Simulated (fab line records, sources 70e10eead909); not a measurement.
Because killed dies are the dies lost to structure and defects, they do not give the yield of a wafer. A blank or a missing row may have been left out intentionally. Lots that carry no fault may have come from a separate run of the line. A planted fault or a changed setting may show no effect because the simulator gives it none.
Matching of chambers -- flow nand_harc -- ald_sin-04 running NHARC_P_GATE_ALD_36: 4 sister chambers
The step deposits SiNx, target thk 20 nm, pulse time 60 s, ald cycles 223. 14 wafers are shown with their chamber, then 7 later ones without.

## WAFERS PAIRED WITH THEIR CHAMBERS
wafer,chamber,heater_power_w (W),precursor_pulse_height_rel
L759.4,1,874,0.999
L759.2,2,846,1.016
L759.3,0,776,0.997
L763.4,1,875,1.012
L763.2,2,851,1.020
L763.5,2,858,1.020
L765.4,1,886,1.018
L765.3,3,903,1.015
L765.6,1,889,1.016
L767.4,3,894,1.006
L767.1,0,800,0.975
L767.5,3,904,0.989
L776.1,0,792,0.989
L776.3,2,868,0.973

SIGNATURES (averages over the wafers above)
reading,chamber 0,chamber 1,chamber 2,chamber 3,scatter within a chamber
heater_power_w,789.33,881.00,855.75,900.33,8.98
precursor_pulse_height_rel,0.98700,1.01125,1.00725,1.00333,0.0155
Rule: a wafer lies at a distance from a chamber equal to the root of the sum of squares, over the readings, of (its reading less the chamber's mean, divided by the reading's scatter). The wafer belongs to the nearest chamber; if the next one is less than 2 further off, it can't be placed. The scatter: take each reading less its chamber's mean, square it, sum over the shown wafers, divide by the number of wafers less the number of chambers, and take the root.

## WAFERS WHOSE CHAMBER IS MISSING
wafer,heater_power_w (W),precursor_pulse_height_rel
L776.5,807,0.982
L779.1,882,0.977
L779.4,860,0.983
L779.5,873,0.988
L782.1,909,0.987
L782.6,891,1.007
L782.5,812,0.999

## CHAMBER TAKEN BY EACH
wafer,from the rows above,in truth
L776.5,0,0
L779.1,can't be placed: 1 or 3 or 2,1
L779.4,can't be placed: 2 or 1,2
L779.5,can't be placed: 1 or 2 or 3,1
L782.1,3,3
L782.6,can't be placed: 3 or 1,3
L782.5,0,0
3 of 7 placed correctly. Cannot be placed on the basis of these rows: 4; the candidates contain the true chamber in 4. Number placed wrongly: 0.
